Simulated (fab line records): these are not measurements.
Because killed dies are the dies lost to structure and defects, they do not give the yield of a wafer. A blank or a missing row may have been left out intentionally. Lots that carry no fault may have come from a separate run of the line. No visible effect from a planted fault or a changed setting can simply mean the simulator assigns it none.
The tool behind it: which one?	flow n5_finfet	at 1 step of a route of 1938, 11 lots with 32 wafers sampled

WHAT THE GAUGES SHOWED, per wafer
N5_BEOL_M5_THK_MEAS_01. Usual: M5_ILD_THK typically reads 121.2 nm, with standard deviation 1.3.
lot	measured	on	M5_ILD_THK (nm)	flag
L833	day 8 17:05	film_metro-02	120.0 121.0 120.8	
L832	day 8 19:43	film_metro-01	120.2 123.2 122.9	
L834	day 8 22:36	film_metro-01	118.7 121.1 119.6	
L836	day 9 14:19	film_metro-02	121.5 122.2 121.5	
L837	day 9 23:47	film_metro-01	118.5 121.5	
L838	day 10 03:18	film_metro-02	119.8 122.4 123.7	
L841	day 10 23:54	film_metro-01	120.7 121.3 121.0	
L840	day 11 06:19	film_metro-02	118.6 119.5 120.3	
L846	day 12 02:59	film_metro-02	118.9 119.5 122.3	
L851	day 13 14:11	film_metro-01	120.4 121.5 121.3	
L852	day 13 21:51	film_metro-02	122.1 121.3 123.4	

WHICH TOOL RAN EACH LOT (tool, then ch and the chambers of the sampled wafers, then the start)
The record shows no process step preceding these readings.

WHAT THE TOOLS THEMSELVES READ (means of the sampled wafers that have a number; where no wafer has one, the mark that the record gives instead)
The record holds no such reading with a usual standard deviation.

THE ANSWER, worked out from the rows above alone
Rule: take the mean of a lot's wafers that have a number; if it is more than 3 standard deviations from the usual mean, the lot is off. A lot without any number at a reading at which 4 lots or more have one is off too. All remaining lots with rows at the step are treated as sound. Order of review: gauges by route order, followed by the tools' own readings, for which a lot's mean as printed above is used. At the first step where some lot is off, the reading lying furthest off is the one used; lots without a number count as furthest.
No lot is off on any of the readings shown, so nothing can be concluded from this.

WHAT THE SIMULATOR HAD PUT IN
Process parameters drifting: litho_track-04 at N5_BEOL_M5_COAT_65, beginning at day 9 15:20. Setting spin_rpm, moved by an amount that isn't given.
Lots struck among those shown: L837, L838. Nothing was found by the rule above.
